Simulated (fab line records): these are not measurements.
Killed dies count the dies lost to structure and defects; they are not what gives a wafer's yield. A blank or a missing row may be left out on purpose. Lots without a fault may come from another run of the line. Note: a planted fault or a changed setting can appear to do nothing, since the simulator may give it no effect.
Which tool was responsible? || flow n5-finfet || 29 wafers from 10 lots sampled at 6 of the route's 1938 steps

== WHAT EACH GAUGE READ, for each wafer ==
N5_BEOL_M15_CD_MEAS_28 targets a cd of 407.6 nm.
{"lot": "L231", "measured": "day 11 10:32", "on": "cd-sem-03", "cd-nm (nm)": "407.4 407.5 405.4"}
{"lot": "L229", "measured": "day 11 20:28", "on": "cd-sem-03", "cd-nm (nm)": "406.5 408.0 404.8"}
{"lot": "L232", "measured": "day 12 21:50", "on": "cd-sem-02", "cd-nm (nm)": "407.1 407.5 406.8"}
{"lot": "L237", "measured": "day 13 18:04", "on": "cd-sem-02", "cd-nm (nm)": "403.6 407.6 404.3"}
{"lot": "L239", "measured": "day 14 02:31", "on": "cd-sem-02", "cd-nm (nm)": "403.2 402.8 402.2"}
{"lot": "L244", "measured": "day 14 23:29", "on": "cd-sem-02", "cd-nm (nm)": "408.5 403.5 403.6"}
{"lot": "L245", "measured": "day 15 03:31", "on": "cd-sem-03", "cd-nm (nm)": "409.7 405.7 406.5"}
{"lot": "L246", "measured": "day 15 10:18", "on": "cd-sem-02", "cd-nm (nm)": "404.0 409.4 408.3"}
{"lot": "L250", "measured": "day 16 14:08", "on": "cd-sem-02", "cd-nm (nm)": "404.9 404.8 405.4"}
{"lot": "L252", "measured": "day 17 00:47", "on": "cd-sem-01", "cd-nm (nm)": "405.3 405.0"}

N5_BEOL_M15_OVL_MEAS_29.
{"lot": "L231", "measured": "day 11 10:34", "on": "overlay-02", "M15_OVL (nm)": "9 11 7"}
{"lot": "L229", "measured": "day 11 20:30", "on": "overlay-02", "M15_OVL (nm)": "0 -1 -1"}
{"lot": "L232", "measured": "day 12 21:52", "on": "overlay-01", "M15_OVL (nm)": "1 9 -3"}
{"lot": "L237", "measured": "day 13 18:05", "on": "overlay-02", "M15_OVL (nm)": "10 0 8"}
{"lot": "L239", "measured": "day 14 02:32", "on": "overlay-01", "M15_OVL (nm)": "-9 -3 -3"}
{"lot": "L244", "measured": "day 14 23:31", "on": "overlay-01", "M15_OVL (nm)": "-10 -10 -17"}
{"lot": "L245", "measured": "day 15 03:32", "on": "overlay-01", "M15_OVL (nm)": "-3 -3 -1"}
{"lot": "L246", "measured": "day 15 10:20", "on": "overlay-01", "M15_OVL (nm)": "-6 1 -4"}
{"lot": "L250", "measured": "day 16 14:10", "on": "overlay-01", "M15_OVL (nm)": "-10 -3 -8"}
{"lot": "L252", "measured": "day 17 00:48", "on": "overlay-02", "M15_OVL (nm)": "3 4"}

N5_BEOL_M15_THK_MEAS_50: measures by xrf.
{"lot": "L231", "measured": "day 11 14:26", "on": "film-metro-01", "M15_THK (nm)": "849 849 852"}
{"lot": "L229", "measured": "day 12 04:11", "on": "film-metro-01", "M15_THK (nm)": "862 860 866"}
{"lot": "L232", "measured": "day 13 00:44", "on": "film-metro-01", "M15_THK (nm)": "819 851 827"}
{"lot": "L237", "measured": "day 13 20:31", "on": "film-metro-02", "M15_THK (nm)": "846 855 855"}
{"lot": "L239", "measured": "day 14 06:26", "on": "film-metro-02", "M15_THK (nm)": "1459 850 855"}
{"lot": "L244", "measured": "day 15 02:49", "on": "film-metro-01", "M15_THK (nm)": "859 857 1444"}
{"lot": "L245", "measured": "day 15 08:10", "on": "film-metro-01", "M15_THK (nm)": "819 836 817"}
{"lot": "L246", "measured": "day 15 12:25", "on": "film-metro-01", "M15_THK (nm)": "857 897 898"}
{"lot": "L250", "measured": "day 16 20:52", "on": "film-metro-01", "M15_THK (nm)": "885 884 892"}
{"lot": "L252", "measured": "day 17 03:35", "on": "film-metro-01", "M15_THK (nm)": "806 828"}

N5_BEOL_M15_RS_MEAS_54: a four-point-probe measurement.
{"lot": "L231", "measured": "day 11 14:34", "on": "film-metro-01", "M15_RS (ohm/sq)": "0.0215 0.0215 0.0215"}
{"lot": "L229", "measured": "day 12 04:19", "on": "film-metro-02", "M15_RS (ohm/sq)": "0.0212 0.0211 0.0210"}
{"lot": "L232", "measured": "day 13 00:51", "on": "film-metro-01", "M15_RS (ohm/sq)": "0.0223 0.0214 0.0222"}
{"lot": "L237", "measured": "day 13 20:38", "on": "film-metro-01", "M15_RS (ohm/sq)": "0.0217 0.0214 0.0214"}
{"lot": "L239", "measured": "day 14 06:35", "on": "film-metro-01", "M15_RS (ohm/sq)": "0.0127 0.0218 0.0217"}
{"lot": "L244", "measured": "day 15 02:56", "on": "film-metro-02", "M15_RS (ohm/sq)": "0.0213 0.0213 0.0126"}
{"lot": "L245", "measured": "day 15 08:17", "on": "film-metro-01", "M15_RS (ohm/sq)": "0.0221 0.0217 0.0222"}
{"lot": "L246", "measured": "day 15 12:33", "on": "film-metro-01", "M15_RS (ohm/sq)": "0.0214 0.0203 0.0204"}
{"lot": "L250", "measured": "day 16 20:59", "on": "film-metro-01", "M15_RS (ohm/sq)": "0.0208 0.0208 0.0207"}
{"lot": "L252", "measured": "day 17 03:43", "on": "film-metro-02", "M15_RS (ohm/sq)": "0.0225 0.0220"}

== TOOL THAT RAN EACH LOT (tool first, then ch and the chambers of the sampled wafers, then the start) ==
{"lot": "L231", "N5_BEOL_M15_ILD_DEP_00": "pecvd-04 ch 0,2, day 11 08:12", "N5_BEOL_M15_TRENCH_ETCH_34": "rie-diel-01 ch 0,1, day 11 10:47"}
{"lot": "L229", "N5_BEOL_M15_ILD_DEP_00": "pecvd-01 ch 0,1,2, day 11 18:19", "N5_BEOL_M15_TRENCH_ETCH_34": "rie-diel-01 ch 0,2, day 11 20:39"}
{"lot": "L232", "N5_BEOL_M15_ILD_DEP_00": "pecvd-02 ch 0,1,2, day 12 19:34", "N5_BEOL_M15_TRENCH_ETCH_34": "rie-diel-03 ch 0,2,3, day 12 22:01"}
{"lot": "L237", "N5_BEOL_M15_ILD_DEP_00": "pecvd-02 ch 0,1,2, day 13 15:55", "N5_BEOL_M15_TRENCH_ETCH_34": "rie-diel-01 ch 0,1,2, day 13 18:26"}
{"lot": "L239", "N5_BEOL_M15_ILD_DEP_00": "pecvd-02 ch 0,2, day 14 00:22", "N5_BEOL_M15_TRENCH_ETCH_34": "rie-diel-01 ch 0,1, day 14 02:41"}
{"lot": "L244", "N5_BEOL_M15_ILD_DEP_00": "pecvd-01 ch 0,1,2, day 14 21:28", "N5_BEOL_M15_TRENCH_ETCH_34": "rie-diel-01 ch 0,3, day 14 23:40"}
{"lot": "L245", "N5_BEOL_M15_ILD_DEP_00": "pecvd-01 ch 0,2, day 15 01:08", "N5_BEOL_M15_TRENCH_ETCH_34": "rie-diel-03 ch 0,1,3, day 15 03:41"}
{"lot": "L246", "N5_BEOL_M15_ILD_DEP_00": "pecvd-04 ch 0,2, day 15 08:02", "N5_BEOL_M15_TRENCH_ETCH_34": "rie-diel-02 ch 0,2, day 15 10:34"}
{"lot": "L250", "N5_BEOL_M15_ILD_DEP_00": "pecvd-02 ch 0,1,2, day 16 11:59", "N5_BEOL_M15_TRENCH_ETCH_34": "rie-diel-02 ch 0,3, day 16 14:35"}
{"lot": "L252", "N5_BEOL_M15_ILD_DEP_00": "pecvd-02 ch 0,1, day 16 22:41", "N5_BEOL_M15_TRENCH_ETCH_34": "rie-diel-03 ch 1,2, day 17 01:10"}
- N5_BEOL_M15_ILD_DEP_00: deposits SiO2 from TEOS/O2, target thk 1629.3 nm, time 346.1 s.
- N5_BEOL_M15_TRENCH_ETCH_34: etches SiO2 in C4F8/O2/Ar, target depth 872.93 nm, time 199 s.

== WHAT THE TOOLS THEMSELVES READ (means of the sampled wafers that have a number; where no wafer has one, the mark that the record gives instead) ==
N5_BEOL_M15_ILD_DEP_00.
{"lot": "L231", "tool": "pecvd-04", "heater-power-outer-w (W)": 207, "heater-power-w (W)": 450, "showerhead-plenum-p-Torr (Torr)": 8.37, "susceptor-temp-C (C)": 400.09, "throttle-valve-pct (%)": 19.1}
{"lot": "L229", "tool": "pecvd-01", "heater-power-outer-w (W)": 329, "heater-power-w (W)": 587, "showerhead-plenum-p-Torr (Torr)": 8.37, "susceptor-temp-C (C)": 400.15, "throttle-valve-pct (%)": 18.9}
{"lot": "L232", "tool": "pecvd-02", "heater-power-outer-w (W)": 251, "heater-power-w (W)": 492, "showerhead-plenum-p-Torr (Torr)": 8.33, "susceptor-temp-C (C)": 400.05, "throttle-valve-pct (%)": 19.1}
{"lot": "L237", "tool": "pecvd-02", "heater-power-outer-w (W)": 278, "heater-power-w (W)": 532, "showerhead-plenum-p-Torr (Torr)": 8.34, "susceptor-temp-C (C)": 400.02, "throttle-valve-pct (%)": 19.2}
{"lot": "L239", "tool": "pecvd-02", "heater-power-outer-w (W)": 270, "heater-power-w (W)": 492, "showerhead-plenum-p-Torr (Torr)": 8.30, "susceptor-temp-C (C)": 399.93, "throttle-valve-pct (%)": 19.1}
{"lot": "L244", "tool": "pecvd-01", "heater-power-outer-w (W)": 380, "heater-power-w (W)": 658, "showerhead-plenum-p-Torr (Torr)": 8.37, "susceptor-temp-C (C)": 399.88, "throttle-valve-pct (%)": 18.9}
{"lot": "L245", "tool": "pecvd-01", "heater-power-outer-w (W)": 337, "heater-power-w (W)": 566, "showerhead-plenum-p-Torr (Torr)": 8.39, "susceptor-temp-C (C)": 399.91, "throttle-valve-pct (%)": 18.7}
{"lot": "L246", "tool": "pecvd-04", "heater-power-outer-w (W)": 236, "heater-power-w (W)": 510, "showerhead-plenum-p-Torr (Torr)": 8.36, "susceptor-temp-C (C)": 400.03, "throttle-valve-pct (%)": 17.9}
{"lot": "L250", "tool": "pecvd-02", "heater-power-outer-w (W)": 273, "heater-power-w (W)": 507, "showerhead-plenum-p-Torr (Torr)": 8.35, "susceptor-temp-C (C)": 399.92, "throttle-valve-pct (%)": 19.4}
{"lot": "L252", "tool": "pecvd-02", "heater-power-outer-w (W)": 310, "heater-power-w (W)": 567, "showerhead-plenum-p-Torr (Torr)": 8.37, "susceptor-temp-C (C)": 399.82, "throttle-valve-pct (%)": 19.6}

N5_BEOL_M15_TRENCH_ETCH_34.
{"lot": "L231", "tool": "rie-diel-01", "C4F8_flow_sccm (sccm)": 16.02, "drypump-motor-current-A (A)": 5.3, "oes-product-au (a.u.)": 0.79, "rf-vpp-V (V)": 2149, "showerhead-plenum-p-Torr (Torr)": 3.49, "throttle-valve-pct (%)": 30.7}
{"lot": "L229", "tool": "rie-diel-01", "C4F8_flow_sccm (sccm)": 16.01, "drypump-motor-current-A (A)": 5.3, "oes-product-au (a.u.)": 0.79, "rf-vpp-V (V)": 2239, "showerhead-plenum-p-Torr (Torr)": 3.48, "throttle-valve-pct (%)": 31.0}
{"lot": "L232", "tool": "rie-diel-03", "C4F8_flow_sccm (sccm)": 15.97, "drypump-motor-current-A (A)": 6.4, "oes-product-au (a.u.)": 0.76, "rf-vpp-V (V)": 2218, "showerhead-plenum-p-Torr (Torr)": 3.52, "throttle-valve-pct (%)": 30.7}
{"lot": "L237", "tool": "rie-diel-01", "C4F8_flow_sccm (sccm)": 15.99, "drypump-motor-current-A (A)": 5.4, "oes-product-au (a.u.)": 0.80, "rf-vpp-V (V)": 2179, "showerhead-plenum-p-Torr (Torr)": 3.45, "throttle-valve-pct (%)": 30.8}
{"lot": "L239", "tool": "rie-diel-01", "C4F8_flow_sccm (sccm)": 15.96, "drypump-motor-current-A (A)": 5.5, "oes-product-au (a.u.)": 0.91, "rf-vpp-V (V)": 2120, "showerhead-plenum-p-Torr (Torr)": 3.41, "throttle-valve-pct (%)": 30.7}
{"lot": "L244", "tool": "rie-diel-01", "C4F8_flow_sccm (sccm)": 15.97, "drypump-motor-current-A (A)": 6.0, "oes-product-au (a.u.)": 0.96, "rf-vpp-V (V)": 2195, "showerhead-plenum-p-Torr (Torr)": 3.41, "throttle-valve-pct (%)": 30.7}
{"lot": "L245", "tool": "rie-diel-03", "C4F8_flow_sccm (sccm)": 16.02, "drypump-motor-current-A (A)": 6.1, "oes-product-au (a.u.)": 0.74, "rf-vpp-V (V)": 2192, "showerhead-plenum-p-Torr (Torr)": 3.51, "throttle-valve-pct (%)": 30.8}
{"lot": "L246", "tool": "rie-diel-02", "C4F8_flow_sccm (sccm)": 16.01, "drypump-motor-current-A (A)": 5.9, "oes-product-au (a.u.)": 0.82, "rf-vpp-V (V)": 2278, "showerhead-plenum-p-Torr (Torr)": 3.49, "throttle-valve-pct (%)": 30.7}
{"lot": "L250", "tool": "rie-diel-02", "C4F8_flow_sccm (sccm)": 15.97, "drypump-motor-current-A (A)": 5.8, "oes-product-au (a.u.)": 0.89, "rf-vpp-V (V)": 2308, "showerhead-plenum-p-Torr (Torr)": 3.42, "throttle-valve-pct (%)": 30.6}
{"lot": "L252", "tool": "rie-diel-03", "C4F8_flow_sccm (sccm)": 16.01, "drypump-motor-current-A (A)": 6.1, "oes-product-au (a.u.)": 0.68, "rf-vpp-V (V)": 2214, "showerhead-plenum-p-Torr (Torr)": 3.38, "throttle-valve-pct (%)": 31.0}

== THE ANSWER, worked out from the rows above alone ==
Rule: usual is defined by the lots themselves. Put in order of their means at a reading, lots are off if they are a third of the lots or fewer, leave a main group of 4 or more, and stand apart from it by a gap of 3 or more times the standard deviation of the main group's means; of several such gaps the widest counts. The tables above print the reading to a certain number of digits; a main group whose means all agree to those digits is not used. A lot without any number at a reading at which 4 lots or more have one is off too. Where the step has rows for the other lots, those lots are counted as sound. First the gauges in route order, then the tools' own readings, where a lot's mean is used as printed above. At the first step where some lot is off, the reading lying furthest off is the one used; lots without a number count as furthest.
Off: L239, L244, seen at N5_BEOL_M15_THK_MEAS_50 (M15_THK). Main group: mean 851 nm, sd 24.
If a tool, at a process step before that reading, ran all the lots that are off and no sound lot after the first of them, it fits. Those tools and the gauges at N5_BEOL_M15_THK_MEAS_50 are tried in the same way. One fits: rie-diel-01 at N5_BEOL_M15_TRENCH_ETCH_34. A fault onset in the window from L237 (day 13 18:26, its last sound lot) to L239 (day 14 02:41, its first lot off) fits.

== WHAT HAD BEEN PUT IN BY THE SIMULATOR ==
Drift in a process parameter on rie-diel-01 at N5_BEOL_M15_TRENCH_ETCH_34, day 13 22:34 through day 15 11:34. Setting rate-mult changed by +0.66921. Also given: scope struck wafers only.
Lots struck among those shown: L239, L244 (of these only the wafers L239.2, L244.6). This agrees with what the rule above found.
